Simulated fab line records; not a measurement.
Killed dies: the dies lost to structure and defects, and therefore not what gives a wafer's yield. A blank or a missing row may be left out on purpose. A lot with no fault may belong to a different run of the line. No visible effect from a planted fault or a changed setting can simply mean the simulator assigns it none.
Problem report, 8D (eight disciplines) form, completed by code	flow nand-harc	the parts of the form that need people (team, actions taken, sign-off) are left out

1. THE PROBLEM
At NHARC_END_SORT_01, killed-at-periphery averages 626.2 over 6 wafers from 2 lots, while fault-free wafers read 3.4, standard deviation 2.5. So: +99 or more standard deviations from the usual mean.
Earliest sighting: wafer L759.1 on prober-02 at day 29 09:18. The record has a number at this step for 6 wafers belonging to 2 lots. Rule for "out" (also "out of limits"): further than 4 standard deviations from the usual mean. The other wafers with a number count as sound.

2. WHAT IT IS, AND WHAT IT ISN'T
question	is	is not
which readings at this step	killed-at-periphery, killed-dies	killed-at-array, killed-at-other, killed-open, killed-short
which lots	L758, L759	-
which wafers of those lots	all that have a number	-
read on which gauges	prober-01, prober-02	-
when	from day 29 09:18	up to then (0 sound wafers)

3. SUSPECTS, AND WHAT RULES EACH OUT
Counting: a tool at any process step up to the reading remains a suspect when it ran all the lots that are out and ran no sound lot after the first of those.
- the gauge at NHARC_END_SORT_01: ruled out. 2 gauges (prober-01, prober-02) read the wafers that are out.
- implanter-02 at NHARC_P_GATE_IMPLANT_62: kept. It ran every lot that is out, first L758 (day 10 17:10), and no sound lot after that.
After counting, what remains is implanter-02 at NHARC_P_GATE_IMPLANT_62.

4. THE CAUSE (what the simulator had put in)
Whole step skipped at NHARC_P_GATE_IMPLANT_62 on implanter-02, starting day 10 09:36. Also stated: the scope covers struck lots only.
After counting, this tool was the only one left.

5. THE EFFECT CHAIN, in route order
Each row: a reading where the mean over the struck wafers with a number is more than 3 standard deviations away from the usual. Readings are gone through only where the record gives a usual standard deviation; hours: the median, over the lots, of the time from a lot's start at the first step in this table giving one to that lot's start at this step; sigmas: the change measured in usual standard deviations.
hours	step	reading	usual	on struck wafers	change	sigmas
0	NHARC_END_SORT_01	killed-at-periphery	3.4	626.2	+622.8	+99 or more
0	NHARC_END_SORT_01	killed-dies	60	677	+617	+32
Readings that are blank on the struck wafers while sound wafers have them: beam-energy-keV at NHARC_P_GATE_IMPLANT_62; beam-on-s at NHARC_P_GATE_IMPLANT_62.

6. WHAT WOULD HAVE CAUGHT IT SOONER
Counted from the fault's start at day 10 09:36, it took 456 hours until the first out-of-limits reading at a measuring or inspecting step in this record, taken at day 29 09:18.
At NHARC_P_GATE_IMPLANT_62 the tool's readings are blank on the struck wafers, where sound wafers have them: an empty tool record is the first sign, and it was there at once.
All the lots that are out (2) had begun NHARC_P_GATE_IMPLANT_62 on implanter-02 by day 29 09:18. Tool hold at that time: it would have spared none of them.
